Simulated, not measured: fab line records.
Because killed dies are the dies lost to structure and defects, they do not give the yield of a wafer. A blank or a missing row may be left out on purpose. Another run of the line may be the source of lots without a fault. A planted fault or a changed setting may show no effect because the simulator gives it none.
Chamber matching    flow n5-finfet    N5_BEOL_M8_ETCH_62 on rie-diel-05 has 4 sister chambers
The step etches SOC in N2/H2, target depth 110 nm, overetch 22 nm, time 165 s. 4 wafers are shown with their chamber, then 8 later ones without.

## WAFERS, EACH WITH ITS CHAMBER
wafer   chamber  throttle-valve-pct (%)
L083.1  1        17.62
L083.3  3        17.48
L088.3  2        18.17
L091.1  0        17.74

## WAFERS MISSING THEIR CHAMBER
wafer   throttle-valve-pct (%)
L091.5  17.73
L091.6  18.17
L093.2  17.15
L093.4  17.52
L093.5  17.17
L095.1  17.55
L095.4  17.75
L095.5  17.75

## EACH ONE'S CHAMBER
wafer   from the rows above           in truth
L091.5  can't be placed: 0 or 1 or 3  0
L091.6  2                             2
L093.2  can't be placed: 3 or 1 or 0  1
L093.4  can't be placed: 3 or 1 or 0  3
L093.5  can't be placed: 3 or 1 or 0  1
L095.1  can't be placed: 1 or 3 or 0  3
L095.4  can't be placed: 0 or 1 or 3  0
L095.5  can't be placed: 0 or 1 or 3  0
Placed correctly: 1 of 8. These rows do not allow placing 7 (true chamber among the candidates in 7). Wrongly placed: 0.
How it was worked out, from the rows above alone: a wafer's distance from a chamber is the root of the sum, over the readings, of the square of ((its reading less the chamber's mean) divided by the reading's scatter). If the next closest chamber is less than 2 further off than the closest, the wafer can't be placed; otherwise it belongs to the closest. For every chamber, the mean is computed from those of its wafers that are shown. The scatter: root of mean squared gap, hidden wafer to nearest shown wafer, with one shown wafer a chamber.
